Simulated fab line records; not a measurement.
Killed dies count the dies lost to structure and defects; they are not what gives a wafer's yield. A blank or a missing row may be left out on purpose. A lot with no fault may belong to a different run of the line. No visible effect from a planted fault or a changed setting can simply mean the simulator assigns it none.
Matching of chambers -- flow n5Finfet -- pecvd-03 running N5_DUMMY_GATE_PECVD_30: 3 sister chambers
The step deposits SiO2 from TEOS/O2, target thk 55 nm, time 10.8 s. 6 wafers are shown with their chamber, then 8 later ones without.

## EACH WAFER AND ITS CHAMBER
wafer,chamber,chamberPressureTorr (Torr)
L508.2,1,6.500
L508.5,2,6.498
L518.3,1,6.511
L520.3,0,6.500
L520.4,2,6.492
L523.1,0,6.478

## WAFERS MISSING THEIR CHAMBER
wafer,chamberPressureTorr (Torr)
L523.4,6.521
L523.6,6.481
L524.1,6.479
L524.4,6.484
L524.6,6.497
L525.2,6.490
L525.5,6.492
L525.6,6.488

## WHICH CHAMBER EACH WENT THROUGH
wafer,from the rows above,in truth
L523.4,can't be placed: 1 or 2 or 0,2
L523.6,can't be placed: 0 or 2 or 1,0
L524.1,can't be placed: 0 or 2 or 1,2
L524.4,can't be placed: 0 or 2 or 1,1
L524.6,can't be placed: 2 or 0 or 1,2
L525.2,can't be placed: 0 or 2 or 1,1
L525.5,can't be placed: 0 or 2 or 1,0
L525.6,can't be placed: 0 or 2 or 1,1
0 of 8 placed correctly. Not placeable from these rows: 8 (in 8, the candidates include the true chamber). Wrongly placed: 0.
How it was worked out, from the rows above alone: a wafer's distance from a chamber is the root of the sum, over the readings, of the square of ((its reading less the chamber's mean) divided by the reading's scatter). If the next closest chamber is less than 2 further off than the closest, the wafer can't be placed; otherwise it belongs to the closest. A chamber's mean is the mean of its shown wafers. The scatter: the root of (the sum of the squares of (reading less its chamber's mean) over the shown wafers, divided by (wafers less chambers)).
